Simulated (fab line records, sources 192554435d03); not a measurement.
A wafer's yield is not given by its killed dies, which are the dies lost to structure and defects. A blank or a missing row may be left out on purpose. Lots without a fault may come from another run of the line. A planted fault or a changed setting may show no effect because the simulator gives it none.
fab line records | flow n5Finfet
[record] lots = 5 wafers = 15 lastDay = 17
route steps=1938 shown HKMG_FIN@403
lots with no fault: from the same line, run without faults
startH: hours from the record's opening day to when the first of the lot's shown wafers began | waitH: how many hours have passed since the lot's step before this one | " as in the row above | L1.1+2: several wafers, shown together as one row | - no value present, or no start provided | * or withheld: withheld | < > ~ a bound
route shown NAME@n: names a module that has steps shown in the file, with the first one's number in the route | usual: mean/standard deviation taken from wafers without a fault | same: alike in all rows | chamber/n: place in a boat | sites: the reading at each site | _std_site: how widely they spread, as a standard deviation | _edge_site: outer sites' mean less inner sites' | radiusMm: how far each site lies from the wafer's centre | mask NAME#n: copy n | behind: the tool/chamber that last shaped the wafer | hold: the reason the lot was held/the length of the hold in hours/how it ended | device: which transistor (n, p or np) failed to switch | end of line: tests run on the same wafers once the route is complete | for a step that has no rows: nothing shown but its recipe | killed: dies that structure and defects cost at the first sort, which is not the same as the wafer's yield | map: per-die view of a wafer (x killed, . not killed, _ where there is no die)
set.NAME: the setting that was run; set.NAME@STEP: the one run at that earlier step | model.NAME: the simulator's own value behind a step, which no gauge read
certain route steps with their lots: each step a table, each wafer a row
services: a tool's chamber out of use, with start hour (startH, from the record's first day; less than 0 if before it), hours out, and reason
[[steps]]
[step N5_HKMG_FIN_ETCH_55]
[recipe] chemistry = N2/H2 target = SOC targetDepthA = 2400 tempC = 40 timeS = 300 ionEnergyEv = 200 maskMaterial = SiARC pressureMtorr = 30 sourceW = 840 biasW = 150 n2FlowSccm = 200 h2FlowSccm = 200
[usual] chamberPressureMTorr = 30.00/0.032 drypumpMotorCurrentA = 5.9/0.45 oesProductAu = 0.80/0.085 rfVppV = 526.0/2.1 showerheadPlenumPTorr = 2.61/0.082 throttleValvePct = 17.7/0.33
[same] timeS = 300
// columns lot.wafer tool chamber startH waitH chamberPressureMTorr drypumpMotorCurrentA oesProductAu rfHoursCounterH rfVppV showerheadPlenumPTorr throttleValvePct
L074.1 rieDiel-05 0 70.53 0.0 29.98 6.2 0.69 249 519.9 2.37 17.7
L074.3 " 2 " " 29.97 5.5 0.89 41 522.3 2.49 17.5
L074.6 " 3 " " 29.99 5.9 0.75 - 526.3 2.61 17.2
L085.2 rieDiel-05 0 138.26 0.0 30.03 6.2 0.91 17 528.0 2.68 17.3
L085.5 " 0 " " 29.97 6.2 0.91 - 528.4 2.68 17.3
L085.6 " 3 " " 29.95 5.8 0.72 - 527.2 2.60 17.3
L088.3 rieDiel-06 1 154.00 0.0 29.95 6.5 0.88 40 528.9 2.68 17.6
L088.4 " 3 " " 30.01 5.0 0.75 - 524.3 2.66 18.0
L088.6 " 1 " " 30.00 6.5 0.87 - 529.1 2.68 17.6
L087.1 rieDiel-05 2 156.32 0.0 29.99 5.4 0.85 68 521.7 2.48 17.5
L087.2 " 1 " " 30.03 5.8 0.76 140 527.7 2.66 18.2
L087.6 " 1 " " 29.95 5.8 0.76 - 528.4 2.66 18.3
L092.2 rieDiel-05 1 183.28 0.0 29.98 5.8 0.75 149 526.3 2.65 18.3
L092.3 " 3 " " 30.02 5.8 0.71 219 526.0 2.60 17.3
L092.5 " 0 " " 29.98 6.2 0.88 - 526.7 2.67 17.3
[step N5_HKMG_FIN_STRIP_56]
[recipe] chemistry = N2/H2 tempC = 40 n2FlowSccm = 200 h2FlowSccm = 200 rfFrequencyHz = 6e+07
// columns lot.wafer tool chamber startH waitH
L074.1+3+6 rieDiel-05 0,2,3 70.71 0.1
L085.2+5+6 rieDiel-05 0,0,3 138.44 0.1
L088.3+4+6 rieDiel-06 1,0,0 154.19 0.1
L087.1+2+6 rieDiel-05 2,1,1 156.50 0.1
L092.2+3+5 rieDiel-05 1,3,0 183.46 0.1
[step N5_HKMG_FIN_STRIP_57]
[recipe] chemistry = CF4 resist = SiARC powerW = 300 biasPowerW = 75 pressureMtorr = 50 cf4FlowSccm = 150 rfFrequencyHz = 6e+07
[usual] chamberPressureMTorr = 50.00/0.045 drypumpMotorCurrentA = 5.9/0.44 oesProductAu = 0.79/0.077 rfVppV = 272.3/1.4 showerheadPlenumPTorr = 1.84/0.043 throttleValvePct = 13.50/0.21
// columns lot.wafer tool chamber startH waitH chamberPressureMTorr drypumpMotorCurrentA oesProductAu rfHoursCounterH rfVppV showerheadPlenumPTorr throttleValvePct
L074.1 rieDiel-05 0 70.72 0.0 50.02 6.2 0.71 250 269.8 1.70 13.72
L074.3 " 2 " " 49.99 5.4 0.87 41 268.8 1.79 13.37
L074.6 " 3 " " 50.03 5.9 0.74 - 273.2 1.85 13.33
L085.2 rieDiel-05 0 138.45 0.0 50.07 6.2 0.89 17 274.1 1.90 13.20
L085.5 " 0 " " 50.01 6.2 0.90 - 273.6 1.90 13.18
L085.6 " 3 " " 50.01 5.8 0.71 - 272.6 1.84 13.38
L088.3 rieDiel-06 1 154.21 0.0 49.99 6.5 0.84 - 274.4 1.89 13.37
L088.4 " 0 " " 50.06 6.3 0.72 - 273.1 1.83 13.73
L088.6 " 0 " " 50.00 6.3 0.72 - 272.7 1.83 13.73
L087.1 rieDiel-05 2 156.51 0.0 49.98 5.4 0.83 68 270.8 1.78 13.43
L087.2 " 1 " " 49.98 5.8 0.75 140 272.2 1.85 13.88
L087.6 " 1 " " 50.00 5.8 0.74 - 273.1 1.85 13.88
L092.2 rieDiel-05 1 183.47 0.0 49.94 5.8 0.73 149 272.3 1.85 13.91
L092.3 " 3 " " 49.95 5.8 0.71 219 271.9 1.84 13.42
L092.5 " 0 " " 49.99 6.2 0.87 - 273.6 1.90 13.21
[step N5_HKMG_FIN_ETCH_58]
[recipe] chemistry = N2/H2 target = SOC targetDepthA = 2158 ionEnergyEv = 50 biasW = 13 timeS = 741 pressureMtorr = 30 sourceW = 875 n2FlowSccm = 200 h2FlowSccm = 200
[usual] chamberPressureMTorr = 30.000/0.03 drypumpMotorCurrentA = 5.9/0.44 oesProductAu = 0.80/0.085 rfVppV = 99.6/0.81 showerheadPlenumPTorr = 2.61/0.082 throttleValvePct = 17.7/0.33
[same] timeS = 741
// columns lot.wafer tool chamber startH waitH chamberPressureMTorr drypumpMotorCurrentA oesProductAu rfHoursCounterH rfVppV showerheadPlenumPTorr throttleValvePct
L074.1 rieDiel-05 0 70.74 0.0 29.973 6.2 0.69 250 99.4 2.37 17.6
L074.3 " 2 " " 30.007 5.4 0.90 41 98.8 2.49 17.4
L074.6 " 3 " " 30.030 5.8 0.74 - 99.0 2.61 17.2
L085.2 rieDiel-05 0 138.47 0.0 30.025 6.2 0.91 17 100.7 2.68 17.2
L085.5 " 0 " " 29.970 6.2 0.90 - 99.3 2.68 17.2
L085.6 " 3 " " 29.937 5.9 0.72 - 99.8 2.60 17.2
L088.3 rieDiel-06 1 154.44 0.2 30.019 6.4 0.88 - 99.7 2.68 17.5
L088.4 " 0 " " 30.005 6.4 0.73 - 98.4 2.64 18.1
L088.6 " 0 " " 29.973 6.4 0.73 - 99.1 2.64 18.1
L087.1 rieDiel-05 2 156.53 0.0 29.996 5.4 0.85 68 98.9 2.48 17.5
L087.2 " 1 " " 29.968 5.8 0.76 141 99.2 2.66 18.2
L087.6 " 1 " " 30.012 5.8 0.76 - 100.7 2.66 18.2
L092.2 rieDiel-05 1 183.49 0.0 30.014 5.9 0.75 149 99.6 2.65 18.2
L092.3 " 3 " " 30.004 5.9 0.71 219 99.2 2.60 17.2
L092.5 " 0 " " 29.982 6.2 0.88 - 99.7 2.67 17.3
[step N5_HKMG_FIN_STRIP_93]
[recipe] chemistry = N2/H2 material = SOC timeS = 20 powerW = 500 tempC = 40 pressureMtorr = 50 rfFrequencyHz = 6e+07 biasPowerW = 8 h2Frac = 0.5 n2FlowSccm = 300 h2FlowSccm = 300
[usual] chamberPressureMTorr = 49.99/0.045 drypumpMotorCurrentA = 5.9/0.44 oesProductAu = 0.80/0.086 rfVppV = 54.5/0.79 showerheadPlenumPTorr = 3.45/0.1 throttleValvePct = 18.9/0.5
[same] timeS = 20
// columns lot.wafer tool chamber startH waitH chamberPressureMTorr drypumpMotorCurrentA oesProductAu rfHoursCounterH rfVppV showerheadPlenumPTorr throttleValvePct
L074.1 rieDiel-05 0 71.17 0.2 50.00 6.3 0.70 250 54.8 3.14 18.7
L074.3 " 2 " " 50.05 5.4 0.90 41 55.0 3.29 18.5
L074.6 " 3 " " 49.98 5.8 0.75 - 54.4 3.45 18.1
L085.2 rieDiel-05 0 138.89 0.2 50.03 6.2 0.93 17 53.7 3.53 18.3
L085.5 " 0 " " 50.05 6.3 0.91 - 55.5 3.53 18.3
L085.6 " 3 " " 50.02 5.9 0.72 - 54.0 3.44 18.1
L088.3 rieDiel-06 1 154.89 0.2 49.99 6.5 0.89 - 54.2 3.54 18.5
L088.4 " 0 " " 49.93 6.3 0.72 - 54.5 3.48 19.6
L088.6 " 0 " " 50.02 6.4 0.71 - 55.3 3.48 19.5
L087.1 rieDiel-05 2 156.95 0.2 50.00 5.4 0.84 68 53.6 3.28 18.5
L087.2 " 1 " " 49.95 5.8 0.77 141 53.5 3.50 19.4
L087.6 " 1 " " 50.05 5.8 0.76 - 56.0 3.50 19.3
L092.2 rieDiel-05 1 183.92 0.2 49.92 5.8 0.75 150 53.8 3.50 19.4
L092.3 " 3 " " 49.97 5.8 0.72 220 53.7 3.43 18.1
L092.5 " 0 " " 50.07 6.2 0.88 - 54.3 3.52 18.3
[step N5_HKMG_FIN_WET_ETCH_76]
[recipe] chemistry = dNH4OH mix = 1:50 tempC = 25 target = Al2O3 stopOn = La2O3 targetDepthNm = 2.25 dry = ipaMarangoni rinseTimeS = 30 rinseTempC = 23
// columns lot.wafer tool chamber startH waitH
L074.1+3+6 wetBench-01 5,0,7 71.25 0.1
L085.2+5+6 wetBench-01 7,0,3 138.97 0.1
L088.3+4+6 wetBench-04 1,4,0 154.98 0.1
L087.1+2+6 wetBench-01 1,5,6 157.03 0.1
L092.2+3+5 wetBench-04 5,6,2 184.00 0.1
[step N5_HKMG_FIN_STRIP_60]
[recipe] chemistry = N2/H2 powerW = 2500 tempC = 300 h2Frac = 0.65 timeS = 360 pressureMtorr = withheld n2FlowSccm = 1750 h2FlowSccm = 3250
[usual] drypumpMotorCurrentA = 5.60/0.25 heaterPowerW = 499/45
[same] timeS = 360
// columns lot.wafer tool chamber startH waitH drypumpMotorCurrentA heaterPowerW rfHoursCounterH
L074.1 plasmaAsher-01 1 71.32 0.0 5.53 541 35
L074.3 " 1 " " 5.52 551 -
L074.6 " 0 " " 5.87 509 -
L085.2 plasmaAsher-02 1 139.23 0.2 5.79 513 104
L085.5 " 1 " " 5.80 505 -
L085.6 " 0 " " 5.20 415 -
L088.3 plasmaAsher-02 0 155.16 0.1 5.23 429 -
L088.4 " 1 " " 5.80 511 -
L088.6 " 1 " " 5.79 514 -
L087.1 plasmaAsher-01 1 157.10 0.0 5.55 538 51
L087.2 " 0 " " 5.84 523 51
L087.6 " 1 " " 5.52 543 -
L092.2 plasmaAsher-02 1 184.07 0.0 5.77 513 112
L092.3 " 0 " " 5.21 414 -
L092.5 " 1 " " 5.80 522 -
[step N5_HKMG_FIN_WET_ETCH_77]
[recipe] chemistry = dHCl mix = 1:10000 tempC = 25 target = La2O3 stopOn = HfO2 targetDepthNm = 2
// columns lot.wafer tool chamber startH waitH
L074.1+3+6 wetBench-06 3,1,6 71.71 0.3
L085.2+5+6 wetBench-04 2,0,4 139.62 0.3
L088.3+4+6 wetBench-06 3,4,6 155.43 0.1
L087.1+2+6 wetBench-04 5,0,7 157.50 0.3
L092.2+3+5 wetBench-01 6,3,1 184.46 0.3
[step N5_HKMG_FIN_WET_ETCH_78]
[recipe] chemistry = dNH4OH mix = 1:50 tempC = 25 target = Al2O3 stopOn = La2O3 targetDepthNm = 4.5 dry = ipaMarangoni rinseTimeS = 30 rinseTempC = 23
// columns lot.wafer tool chamber startH waitH
L074.1+3+6 wetBench-06 3,1,6 71.74 0.0
L085.2+5+6 wetBench-04 2,0,4 139.65 0.0
L088.3+4+6 wetBench-06 3,4,6 155.46 0.0
L087.1+2+6 wetBench-04 5,0,7 157.53 0.0
L092.2+3+5 wetBench-01 6,3,1 184.49 0.0
[step N5_HKMG_FIN_ALD_79]
[recipe] material = TiN targetThkA = 15 tempC = 400 aldPrecursorFamily = TiCl4 aldCoReactant = NH3 pulseTimeS = 1 purgeTimeS = 3 coReactantPurgeTimeS = 2 coReactantPulseTimeS = 2 aldCycles = 68 pressureTorr = 3
[usual] heaterPowerW = 875/54 precursorPulseHeightRel = 0.998/0.02 susceptorTempC = 399.95/0.23
[same] purgeTimeS = 3
// columns lot.wafer tool chamber startH waitH heaterPowerW precursorPulseHeightRel sinceWetCleanH susceptorTempC
L074.1 aldMetal-04 0 71.81 0.0 823 1.002 1273 399.66
L074.3 " 3 " " 944 0.990 1273 400.08
L074.6 " 3 " " 936 1.032 - 399.76
L085.2 aldMetal-04 2 139.72 0.0 876 0.988 1341 400.10
L085.5 " 2 " " 868 1.001 - 400.00
L085.6 " 1 " " 915 0.973 - 399.96
L088.3 aldMetal-03 3 155.53 0.0 842 0.979 2895 400.46
L088.4 " 3 " " 843 0.992 - 399.96
L088.6 " 2 " " 901 0.983 - 400.06
L087.1 aldMetal-04 1 157.60 0.0 953 1.012 1359 400.27
L087.2 " 3 " " 968 1.017 1359 399.68
L087.6 " 0 " " 833 0.975 - 399.87
L092.2 aldMetal-02 0 184.56 0.0 937 1.018 4463 399.84
L092.3 " 2 " " 861 0.988 4463 399.77
L092.5 " 0 " " 932 0.991 - 399.51
[step N5_HKMG_FIN_CVD_62]
[recipe] material = a-Si targetThkA = 30 tempC = 500 precursor = Si2H6 pressureTorr = 1 timeS = 20.8
[usual] heaterPowerW = 1488/130 susceptorTempC = 499.96/0.26
[same] timeS = 20.8
// columns lot.wafer tool chamber startH waitH heaterPowerW sinceWetCleanH susceptorTempC
L074.1 thermalCvdSi-02 0 72.17 0.2 1394 856 499.69
L074.3 " 1 " " 1580 856 499.70
L074.6 " 2 " " 1469 - 499.93
L085.2 thermalCvdSi-01 1 140.08 0.2 1215 195 499.99
L085.5 " 1 " " 1223 - 500.10
L085.6 " 2 " " 1652 - 499.72
L088.3 thermalCvdSi-01 2 155.89 0.2 1639 210 499.87
L088.4 " 2 " " 1674 - 500.20
L088.6 " 1 " " 1208 - 499.99
L087.1 thermalCvdSi-02 1 157.96 0.2 1611 941 499.71
L087.2 " 2 " " 1441 941 500.06
L087.6 " 0 " " 1479 - 499.73
L092.2 thermalCvdSi-01 2 184.92 0.2 1644 239 499.87
L092.3 " 2 " " 1655 - 499.52
L092.5 " 2 " " 1669 - 499.93
[step N5_HKMG_FIN_RTA_80]
[recipe] tempC = withheld timeS = 2 ambient = N2 idleTempC = 600 rampUpCPerS = 150 rampDownCPerS = 60 coolToC = 600
[same] timeS = 2
// columns lot.wafer tool chamber startH waitH
L074.1+3+6 rtpAnneal-02 0 72.30 0.1
L085.2+5+6 rtpAnneal-01 0 140.24 0.1
L088.3+4+6 rtpAnneal-01 0 156.11 0.2
L087.1+2+6 rtpAnneal-01 0 158.23 0.2
L092.2+3+5 rtpAnneal-01 0 185.12 0.2
[step N5_HKMG_FIN_PRECLEAN_64]
[recipe] chemistry = dHF timeS = 30 tempC = 25 dilution = withheld
[same] timeS = 30
// columns lot.wafer tool chamber startH waitH
L074.1+3+6 wetBench-06 4,3,6 72.45 0.1
L085.2+5+6 wetBench-01 1,0,3 140.36 0.1
L088.3+4+6 wetBench-01 1,3,6 156.22 0.1
L087.1+2+6 wetBench-06 2,3,1 158.38 0.1
L092.2+3+5 wetBench-04 1,2,5 185.25 0.1
[step N5_HKMG_FIN_WET_ETCH_65]
[recipe] chemistry = TMAH tempC = 70 concWtPct = 5 target = a-Si stopOn = TiN timeS = 49 targetDepthNm = 3
[same] timeS = 49
// columns lot.wafer tool chamber startH waitH
L074.1+3+6 wetBench-06 4,3,6 72.46 0.0
L085.2+5+6 wetBench-01 1,0,3 140.38 0.0
L088.3+4+6 wetBench-01 1,3,6 156.23 0.0
L087.1+2+6 wetBench-06 2,3,1 158.39 0.0
L092.2+3+5 wetBench-04 1,2,5 185.26 0.0
[step N5_HKMG_FIN_WET_ETCH_81]
[recipe] chemistry = SC1 target = TiN stopOn = HfO2 mix = 1:1:5 tempC = 60 timeS = 57 targetDepthNm = 6
[same] timeS = 57
// columns lot.wafer tool chamber startH waitH
L074.1+3+6 wetBench-06 4,3,6 72.47 0.0
L085.2+5+6 wetBench-01 1,0,3 140.39 0.0
L088.3+4+6 wetBench-01 1,3,6 156.24 0.0
L087.1+2+6 wetBench-06 2,3,1 158.40 0.0
L092.2+3+5 wetBench-04 1,2,5 185.28 0.0
[step N5_HKMG_FIN_WET_ETCH_82]
[recipe] chemistry = dHCl mix = 1:10000 tempC = 25 target = La2O3 stopOn = HfO2 targetDepthNm = 2 dry = ipaMarangoni rinseTimeS = 30 rinseTempC = 23
// columns lot.wafer tool chamber startH waitH
L074.1+3+6 wetBench-06 4,3,6 72.51 0.0
L085.2+5+6 wetBench-01 1,0,3 140.42 0.0
L088.3+4+6 wetBench-01 1,3,6 156.27 0.0
L087.1+2+6 wetBench-06 2,3,1 158.43 0.0
L092.2+3+5 wetBench-04 1,2,5 185.31 0.0
[step N5_HKMG_FIN_ALD_36]
[recipe] material = TiN targetThkA = 10 tempC = 400 aldPrecursorFamily = TiCl4 aldCoReactant = NH3 pulseTimeS = 1 purgeTimeS = 3 coReactantPurgeTimeS = 2 coReactantPulseTimeS = 2 aldCycles = 47 pressureTorr = 3
[usual] heaterPowerW = 878/51 precursorPulseHeightRel = 1.001/0.02 susceptorTempC = 400.00/0.22
[same] purgeTimeS = 3
// columns lot.wafer tool chamber startH waitH heaterPowerW precursorPulseHeightRel sinceWetCleanH susceptorTempC
L074.1 aldMetal-03 3 72.57 0.0 844 1.022 2812 400.03
L074.3 " 2 " " 874 0.982 2812 400.14
L074.6 " 0 " " 815 1.000 - 399.57
L085.2 aldMetal-03 1 140.48 0.0 903 1.017 2880 400.13
L085.5 " 1 " " 899 0.976 - 400.31
L085.6 " 2 " " 888 1.010 - 400.08
L088.3 aldMetal-03 2 156.33 0.0 899 0.980 2896 399.92
L088.4 " 3 " " 856 1.009 - 400.07
L088.6 " 1 " " 876 1.002 - 400.17
L087.1 aldMetal-02 2 158.49 0.0 870 1.002 4437 399.52
L087.2 " 1 " " 941 1.027 4437 399.97
L087.6 " 1 " " 931 1.018 - 399.84
L092.2 aldMetal-02 1 185.37 0.0 938 1.025 4464 399.81
L092.3 " 0 " " 965 1.050 4464 399.81
L092.5 " 0 " " 950 1.001 - 399.78
[step N5_HKMG_FIN_THK_MEAS_70]
[recipe] thkMeasGauge = xrf reads = HfO2_of_HKMG_FIN_HK_ALD_01
[usual] HK_THK = 1.589/0.022
// columns lot.wafer tool chamber startH waitH HK_THK[nm]
L074.1 filmMetro-02 - 72.85 0.2 1.585
L074.3 " - " " 1.601
L074.6 " - " " 1.612
L085.2 filmMetro-01 - 140.76 0.2 1.570
L085.5 " - " " 1.582
L085.6 " - " " 1.600
L088.3 filmMetro-02 - 156.62 0.2 1.628
L088.4 " - " " 1.599
L088.6 " - " " 1.614
L087.1 filmMetro-02 - 158.77 0.2 1.600
L087.2 " - " " 1.584
L087.6 " - " " 1.613
L092.2 filmMetro-02 - 185.66 0.2 1.573
L092.3 " - " " 1.601
L092.5 " - " " 1.623
[step N5_HKMG_FIN_PWFM_ALD_03]
[recipe] material = TiN targetThkA = 20 tempC = 400 aldPrecursorFamily = TiCl4 aldCoReactant = NH3 pulseTimeS = 1 purgeTimeS = 3 coReactantPurgeTimeS = 2 coReactantPulseTimeS = 2 aldCycles = 91 pressureTorr = 3
[usual] heaterPowerW = 883/58 precursorPulseHeightRel = 1.000/0.019 susceptorTempC = 399.97/0.21
[same] purgeTimeS = 3
// columns lot.wafer tool chamber startH waitH heaterPowerW precursorPulseHeightRel sinceWetCleanH susceptorTempC
L074.1 aldMetal-02 3 72.88 0.0 769 1.010 4351 400.07
L074.3 " 1 " " 896 0.988 4351 399.74
L074.6 " 1 " " 948 1.001 - 400.03
L085.2 aldMetal-03 1 140.80 0.0 871 1.033 2881 400.07
L085.5 " 1 " " 888 1.036 - 400.27
L085.6 " 2 " " 901 0.991 - 399.99
L088.3 aldMetal-02 1 156.65 0.0 921 1.017 4435 400.19
L088.4 " 2 " " 868 0.986 - 399.67
L088.6 " 0 " " 955 0.999 - 399.56
L087.1 aldMetal-03 3 158.81 0.0 838 1.005 2899 400.11
L087.2 " 1 " " 900 0.991 2899 400.21
L087.6 " 3 " " 848 0.983 - 399.96
L092.2 aldMetal-03 0 185.69 0.0 819 1.014 2926 400.19
L092.3 " 3 " " 862 1.001 2926 399.85
L092.5 " 0 " " 819 1.006 - 400.12
[step N5_HKMG_FIN_COAT_29]
[recipe] resist = SOC tempC = 250 timeS = 60 spinRpm = 1500 resistThkNm = 300
[same] timeS = 60
// columns lot.wafer tool chamber startH waitH
L074.1+3+6 lithoTrack-03 0 73.35 0.2
L085.2+5+6 lithoTrack-05 0 141.27 0.2
L088.3+4+6 lithoTrack-05 0 157.14 0.3
L087.1+2+6 lithoTrack-03 0 159.28 0.2
L092.2+3+5 lithoTrack-05 0 186.16 0.2
[step N5_HKMG_FIN_COAT_30]
[recipe] resist = SiARC tempC = 220 timeS = 60 spinRpm = 1500 resistThkNm = 35
[same] timeS = 60
// columns lot.wafer tool chamber startH waitH
L074.1+3+6 lithoTrack-03 0 - -
L085.2+5+6 lithoTrack-05 0 - -
L088.3+4+6 lithoTrack-05 0 - -
L087.1+2+6 lithoTrack-03 0 - -
L092.2+3+5 lithoTrack-05 0 - -
[step N5_HKMG_FIN_COAT_06]
[recipe] resist = CAR-ArF spinRpm = 1500 resistThkNm = 90
// columns lot.wafer tool chamber startH waitH
L074.1+3+6 lithoTrack-03 0 - -
L085.2+5+6 lithoTrack-05 0 - -
L088.3+4+6 lithoTrack-05 0 - -
L087.1+2+6 lithoTrack-03 0 - -
L092.2+3+5 lithoTrack-05 0 - -
[step N5_HKMG_FIN_EBR_08]
[recipe] solvent = PGMEA ebrWidthMm = 1.5
// columns lot.wafer tool chamber startH waitH
L074.1+3+6 lithoTrack-03 0 - -
L085.2+5+6 lithoTrack-05 0 - -
L088.3+4+6 lithoTrack-05 0 - -
L087.1+2+6 lithoTrack-03 0 - -
L092.2+3+5 lithoTrack-05 0 - -
[step N5_HKMG_FIN_SOFTBAKE_07]
[recipe] tempC = 110 timeS = 60 resist = CAR-ArF
[same] timeS = 60
// columns lot.wafer tool chamber startH waitH
L074.1+3+6 lithoTrack-03 0 - -
L085.2+5+6 lithoTrack-05 0 - -
L088.3+4+6 lithoTrack-05 0 - -
L087.1+2+6 lithoTrack-03 0 - -
L092.2+3+5 lithoTrack-05 0 - -
[step N5_HKMG_FIN_EXPOSE_09]
[recipe] maskId = NWFM na = 1.35 sourceShape = conventional sigmaOuter = 0.8 polarization = unpolarized doseMj = 39.25
// columns lot.wafer tool chamber startH waitH mask
L074.1+3+6 arfiScanner-02 0 73.60 - NWFM#0
L085.2+5+6 arfiScanner-01 0 141.52 - NWFM#0
L088.3+4+6 arfiScanner-02 0 157.39 - NWFM#0
L087.1+2+6 arfiScanner-02 0 159.40 - NWFM#0
L092.2+3+5 arfiScanner-03 0 186.41 - NWFM#0
[step N5_HKMG_FIN_PEB_10]
[recipe] pebTempC = withheld pebTimeS = 60 resist = CAR-ArF
// columns lot.wafer tool chamber startH waitH
L074.1+3+6 lithoTrack-05 0 73.65 0.1
L085.2+5+6 lithoTrack-03 0 141.57 0.0
L088.3+4+6 lithoTrack-03 0 157.44 0.0
L087.1+2+6 lithoTrack-04 0 159.46 0.1
L092.2+3+5 lithoTrack-03 0 186.46 0.0
[step N5_HKMG_FIN_DEVELOP_11]
[recipe] developTimeS = 30 developer = TMAH resist = CAR-ArF devTempC = 23 rinseLiquid = diw dry = airSpin
// columns lot.wafer tool chamber startH waitH
L074.1+3+6 lithoTrack-05 0 - -
L085.2+5+6 lithoTrack-03 0 - -
L088.3+4+6 lithoTrack-03 0 - -
L087.1+2+6 lithoTrack-04 0 - -
L092.2+3+5 lithoTrack-03 0 - -
[step N5_HKMG_FIN_CD_MEAS_12]
[recipe] targetCdNm = 92.8 landingEnergyEv = 500 detector = seInlens
[usual] cdNm = 92.8/0.86
// columns lot.wafer tool chamber startH waitH cdNm
L074.1 cdSem-01 0 73.72 - 92.0
L074.3 " 0 " " 93.4
L074.6 " 0 " " 92.3
L085.2 cdSem-03 0 141.64 - 92.8
L085.5 " 0 " " 91.7
L085.6 " 0 " " 91.9
L088.3 cdSem-03 0 157.51 - 92.5
L088.4 " 0 " " 93.9
L088.6 " 0 " " 91.5
L087.1 cdSem-03 0 159.52 - 93.5
L087.2 " 0 " " 92.2
L087.6 " 0 " " 94.1
L092.2 cdSem-02 0 186.53 - 91.8
L092.3 " 0 " " 91.8
L092.5 " 0 " " 92.7
[step N5_HKMG_FIN_OVL_MEAS_13]
[recipe] pointsPerWafer = 44
[usual] NWFM_OVL = 0.3/0.71
// columns lot.wafer tool chamber startH waitH NWFM_OVL[nm]
L074.1 overlay-01 0 73.75 0.0 1.0
L074.3 " 0 " " 0.9
L074.6 " 0 " " 0.3
L085.2 overlay-02 0 141.67 0.0 0.8
L085.5 " 0 " " 0.6
L085.6 " 0 " " 1.6
L088.3 overlay-01 0 157.53 0.0 -0.3
L088.4 " 0 " " -0.2
L088.6 " 0 " " -0.6
L087.1 overlay-01 0 159.55 0.0 0.3
L087.2 " 0 " " 0.4
L087.6 " 0 " " 0.5
L092.2 overlay-02 0 186.56 0.0 0.8
L092.3 " 0 " " 1.1
L092.5 " 0 " " 1.0
[step N5_HKMG_FIN_INSPECT_14]
[recipe] mode = adi inspectInstrument = macro
[usual] rawDefectCount = 2.1/1.4
// columns lot.wafer tool chamber startH waitH rawDefectCount
L074.1 defectInspect-01 - 73.78 0.0 0
L074.3 " - " " 3
L074.6 " - " " 1
L085.2 defectInspect-02 - 141.69 0.0 2
L085.5 " - " " 3
L085.6 " - " " 6
L088.3 defectInspect-02 - 157.56 0.0 2
L088.4 " - " " 3
L088.6 " - " " 1
L087.1 defectInspect-02 - 159.58 0.0 0
L087.2 " - " " 1
L087.6 " - " " 1
L092.2 defectInspect-02 - 186.58 0.0 4
L092.3 " - " " 3
L092.5 " - " " 3
[step N5_HKMG_FIN_DESCUM_17]
[recipe] chemistry = O2 timeS = 7.9 sourcePowerW = 50 biasPowerW = 20 pressureMtorr = 20 rfFrequencyHz = 2.712e+07 tempC = 40 resist = CAR-ArF o2FlowSccm = 225
[usual] chamberPressureMTorr = 20.002/0.018 drypumpMotorCurrentA = 5.9/0.47 oesProductAu = 0.80/0.078 rfVppV = 244.0/1.3 showerheadPlenumPTorr = 2.16/0.063 throttleValvePct = 20.4/0.37
[same] timeS = 7.9
// columns lot.wafer tool chamber startH waitH chamberPressureMTorr drypumpMotorCurrentA oesProductAu rfHoursCounterH rfVppV showerheadPlenumPTorr throttleValvePct
L074.1 rieDiel-05 1 73.95 0.2 20.015 5.8 0.77 109 242.9 2.22 21.0
L074.3 " 2 " " 19.981 5.4 0.88 42 242.2 2.03 20.0
L074.6 " 1 " " 20.034 5.8 0.78 - 245.7 2.22 21.0
L085.2 rieDiel-05 1 141.73 0.0 19.978 5.8 0.76 135 243.7 2.21 21.1
L085.5 " 0 " " 20.003 6.2 0.92 - 245.8 2.23 20.1
L085.6 " 3 " " 20.026 5.9 0.72 - 244.1 2.16 20.0
L088.3 rieDiel-04 2 157.59 0.0 19.971 6.3 0.83 79 245.5 2.23 20.5
L088.4 " 0 " " 20.024 5.0 0.87 43 240.9 2.08 20.9
L088.6 " 2 " " 20.020 6.3 0.83 - 245.0 2.23 20.5
L087.1 rieDiel-06 1 159.61 0.0 20.038 6.5 0.85 43 245.4 2.20 20.2
L087.2 " 0 " " 20.022 6.4 0.72 196 244.3 2.18 20.7
L087.6 " 0 " " 19.996 6.4 0.73 - 245.0 2.18 20.7
L092.2 rieDiel-04 1 186.62 0.0 19.994 5.8 0.69 231 243.5 2.13 20.1
L092.3 " 2 " " 20.012 6.3 0.81 90 245.5 2.22 20.5
L092.5 " 3 " " 20.026 6.3 0.83 - 242.4 2.14 20.2
[[services]]
// columns tool chamber startH hours kind
rieDiel-05 - 47.62 0.7 repair
arfiScanner-02 - 50.25 1.3 pm
rieDiel-06 2 59.96 2.2 repair
aldMetal-04 3 63.34 7.0 repair
rieDiel-04 1 65.80 6.9 repair
arfiScanner-02 - 68.38 1.0 pm
wetBench-01 - 78.61 2.3 repair
thermalCvdSi-01 2 81.08 7.6 repair
arfiScanner-02 - 88.39 0.9 repair
arfiScanner-02 - 102.58 0.8 pm
wetBench-01 - 107.79 1.9 pm
aldMetal-04 - 112.18 0.4 repair
arfiScanner-02 - 129.89 1.4 repair
rieDiel-05 2 133.03 8.9 repair
rieDiel-04 - 137.93 0.3 repair
aldMetal-02 3 147.77 19.4 repair
aldMetal-03 0 155.29 8.0 repair
thermalCvdSi-02 - 158.95 1.5 repair
aldMetal-04 1 173.83 34.1 repair
arfiScanner-02 - 175.75 1.3 pm
plasmaAsher-02 - 176.13 1.0 repair
rieDiel-06 - 176.36 0.6 repair
thermalCvdSi-01 1 178.51 21.2 repair
thermalCvdSi-01 - 180.76 1.3 repair
[[key]]
fault none
